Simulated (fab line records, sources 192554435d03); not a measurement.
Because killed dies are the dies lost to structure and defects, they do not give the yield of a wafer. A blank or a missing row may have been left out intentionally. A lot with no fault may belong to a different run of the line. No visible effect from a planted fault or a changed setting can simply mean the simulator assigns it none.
Split-lot trial ; flow n5_finfet ; 39 wafers read from 7 lots, route of 1938 steps

## ABOUT THE SPLIT
At N5_DUMMY_GATE_ETCH_32 (etches SiO2 in CF4, target depth 3.5 nm, time 3.9 s), the setting time_s was moved away from the recipe's 3.9 s on 15 of the 39 wafers read, by -20.6% to +15.1%. For the rest of the wafers, this setting stayed at what the recipe calls for.

The reading comes from the split's own step.

## THE READING
etch.depth_nm (the simulator's own value, which no gauge read), in nm, at N5_DUMMY_GATE_ETCH_32 (etches SiO2 in CF4, target depth 3.5 nm, time 3.9 s). No usual value for it is given in the file. Here, 24 wafers ran the recipe; their average is 3.593 nm with a standard deviation of 0.1 nm.

wafer;tool, chamber at the split;time_s as run, s;against the recipe;etch.depth_nm, nm;against lot-mates on the recipe
L081.1;rie_si-02, 3;4.476;+14.8%;4.288;+0.613
L081.2;rie_si-02, 2;3.9;recipe;3.707;-
L081.3;rie_si-02, 1;3.9;recipe;3.66;-
L081.4;rie_si-02, 0;4.476;+14.8%;4.163;+0.488
L081.5;rie_si-02, 1;3.9;recipe;3.658;-
L081.6;rie_si-02, 2;4.476;+14.8%;4.236;+0.561
L084.1;rie_si-06, 0;3.252;-16.6%;2.976;-0.549
L084.2;rie_si-06, 1;3.252;-16.6%;2.931;-0.594
L084.3;rie_si-06, 3;3.9;recipe;3.581;-
L084.4;rie_si-06, 2;3.252;-16.6%;2.919;-0.606
L084.5;rie_si-06, 1;3.9;recipe;3.507;-
L084.6;rie_si-06, 2;3.9;recipe;3.488;-
L086.2;rie_si-02, 3;3.9;recipe;3.732;-
L086.3;rie_si-02, 2;3.9;recipe;3.715;-
L086.6;rie_si-02, 1;3.9;recipe;3.655;-
L090.1;rie_si-01, 3;3.098;-20.6%;2.718;-0.727
L090.2;rie_si-01, 1;3.9;recipe;3.61;-
L090.3;rie_si-01, 2;3.098;-20.6%;2.748;-0.697
L090.4;rie_si-01, 0;3.9;recipe;3.351;-
L090.5;rie_si-01, 3;3.098;-20.6%;2.705;-0.740
L090.6;rie_si-01, 0;3.9;recipe;3.375;-
L091.1;rie_si-02, 3;3.9;recipe;3.723;-
L091.2;rie_si-02, 0;3.448;-11.6%;3.246;-0.452
L091.3;rie_si-02, 2;3.448;-11.6%;3.319;-0.379
L091.4;rie_si-02, 1;3.448;-11.6%;3.258;-0.440
L091.5;rie_si-02, 1;3.9;recipe;3.705;-
L091.6;rie_si-02, 0;3.9;recipe;3.667;-
L092.1;rie_si-06, 0;3.9;recipe;3.588;-
L092.2;rie_si-06, 1;3.9;recipe;3.514;-
L092.3;rie_si-06, 2;4.489;+15.1%;4.114;+0.556
L092.4;rie_si-06, 3;4.489;+15.1%;4.137;+0.579
L092.5;rie_si-06, 0;3.9;recipe;3.573;-
L092.6;rie_si-06, 1;4.489;+15.1%;4.027;+0.469
L093.1;rie_si-06, 2;3.9;recipe;3.598;-
L093.2;rie_si-06, 0;3.9;recipe;3.607;-
L093.3;rie_si-06, 1;3.9;recipe;3.505;-
L093.4;rie_si-06, 3;3.9;recipe;3.609;-
L093.5;rie_si-06, 1;3.9;recipe;3.51;-
L093.6;rie_si-06, 0;3.9;recipe;3.592;-

THE FIT
A straight line over all 39 wafers: etch.depth_nm changes by +0.0386 nm for each +1% of time_s; r = +0.97; the points scatter about the line by 0.099 nm.
The same after taking each lot's own level away (the mean of its wafers on the recipe; 39 wafers): +0.0358 nm for each +1%; r = +0.99; scatter 0.05 nm.
According to that fit, moving time_s by its largest amount changes the reading by 0.74 nm.
The span of the lots' own levels, 3.4453 to 3.7007 nm, comes to 2.5 times the standard deviation stated above.
Consequently the slope shifts little with the lot-to-lot level, the two slopes agreeing.
Check: -0.733 nm against its lot-mates is what the line predicts for one of the wafers moved furthest among these (-20.6%) when that wafer is left out of the fit. It came out at -0.727 nm against them.

## FILE'S OWN FIT
etch.depth_nm changes by +0.0357 nm for each +1% of time_s, r = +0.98.
